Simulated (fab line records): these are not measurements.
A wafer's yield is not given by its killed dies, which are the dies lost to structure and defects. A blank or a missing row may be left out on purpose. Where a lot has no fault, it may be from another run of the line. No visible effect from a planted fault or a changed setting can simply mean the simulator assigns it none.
Commonality check across tools -- flow nand_harc -- Sample size 5 lots and 15 wafers

WHY THIS WAS OPENED
Flagged at NHARC_END_SORT_01: reading killed_at_array, on 2 of 5 lots. Wafers without a fault read 51, standard deviation 17.
Rule: a lot gets a flag if all its wafers with a number sit over 4 standard deviations from that mean, or if no wafer of it has a number. As for the other lots, they are considered sound.

lot,measured,on,"killed_at_array, wafer by wafer",flag
L575,day 25 11:40,prober-02,79 88 68,
L579,day 27 14:13,prober-01,56 59 70,
L582,day 29 05:26,prober-01,57 63 57,
L586,day 31 07:17,prober-01,676 669 676,FLAGGED
L589,day 31 12:51,prober-02,674 676 673,FLAGGED
On average the flagged lots' numbers are 674, which is +623 against the usual, or +37 standard deviations.

WHICH TOOL RAN EACH LOT
The record holds 4 process steps before the reading, out of a route of 1302 steps. Every cell lists first the tool, next ch and the chambers used by the sampled wafers, and last the start.
lot,flag,NHARC_A_STAIRCASE_TRIM_196,NHARC_A_STAIRCASE_ETCH_197,NHARC_A_STAIRCASE_TRIM_198,NHARC_A_STAIRCASE_TRIM_220
L575,,"rie_diel-03 ch 1,3, day 17 08:53","rie_diel-03 ch 0,2,3, day 17 11:34 or earlier","rie_diel-03 ch 1,2, day 17 11:34 or earlier","rie_diel-13 ch 2,3, day 17 11:34"
L579,,"rie_diel-12 ch 1,2,3, day 19 03:58","rie_diel-12 ch 0,1,3, day 19 06:31 or earlier","rie_diel-12 ch 0,3, day 19 06:31 or earlier","rie_diel-03 ch 0,3, day 19 06:31"
L582,,"rie_diel-13 ch 1,2, day 20 11:07","rie_diel-13 ch 0,1,2, day 20 13:50 or earlier","rie_diel-13 ch 2,3, day 20 13:50 or earlier","rie_diel-12 ch 1,2, day 20 13:50"
L586,FLAGGED,"rie_diel-12 ch 2,3, day 22 22:25","rie_diel-12 ch 1,2, day 23 01:08 or earlier","rie_diel-12 ch 0,1,3, day 23 01:08 or earlier","rie_diel-13 ch 0,1,3, day 23 01:08"
L589,FLAGGED,"rie_diel-03 ch 0,1, day 23 04:31","rie_diel-03 ch 0,3, day 23 07:17 or earlier","rie_diel-03 ch 0,1,3, day 23 07:17 or earlier","rie_diel-12 ch 0,2,3, day 23 07:17"
These steps, and what they do:
- NHARC_A_STAIRCASE_TRIM_196: chemistry O2, time 211.2 s.
- NHARC_A_STAIRCASE_ETCH_197: etches the open film in C4F8/O2, target depth 100 nm, time 40.5 s.
- NHARC_A_STAIRCASE_TRIM_198: chemistry O2, time 211.2 s.
- NHARC_A_STAIRCASE_TRIM_220: chemistry O2, time 211.2 s.
- NHARC_END_SORT_01

FLAGGED OVER TOTAL, TOOL BY TOOL (the gauges that took the reading come last)
step,tool,lots run,flagged,share of the flagged lots,sound lots run after its first flagged lot
NHARC_A_STAIRCASE_TRIM_196,rie_diel-03,2,1,some,0
NHARC_A_STAIRCASE_TRIM_196,rie_diel-12,2,1,some,0
NHARC_A_STAIRCASE_TRIM_196,rie_diel-13,1,0,none,-
NHARC_A_STAIRCASE_ETCH_197,rie_diel-03,2,1,some,0
NHARC_A_STAIRCASE_ETCH_197,rie_diel-12,2,1,some,0
NHARC_A_STAIRCASE_ETCH_197,rie_diel-13,1,0,none,-
NHARC_A_STAIRCASE_TRIM_198,rie_diel-03,2,1,some,0
NHARC_A_STAIRCASE_TRIM_198,rie_diel-12,2,1,some,0
NHARC_A_STAIRCASE_TRIM_198,rie_diel-13,1,0,none,-
NHARC_A_STAIRCASE_TRIM_220,rie_diel-03,1,0,none,-
NHARC_A_STAIRCASE_TRIM_220,rie_diel-12,2,1,some,0
NHARC_A_STAIRCASE_TRIM_220,rie_diel-13,2,1,some,0
NHARC_END_SORT_01,prober-01,3,1,some,0
NHARC_END_SORT_01,prober-02,2,1,some,0
NHARC_A_STAIRCASE_ETCH_197 gives no start for some lots, so the hours and the order of its lots are those of NHARC_A_STAIRCASE_TRIM_220. NHARC_A_STAIRCASE_TRIM_198 gives no start for some lots, so the hours and the order of its lots are those of NHARC_A_STAIRCASE_TRIM_220.

WHAT IS ALLOWED BY THE TABLE
No row of the table ran every flagged lot.

WHAT THE SIMULATOR HAD PUT IN
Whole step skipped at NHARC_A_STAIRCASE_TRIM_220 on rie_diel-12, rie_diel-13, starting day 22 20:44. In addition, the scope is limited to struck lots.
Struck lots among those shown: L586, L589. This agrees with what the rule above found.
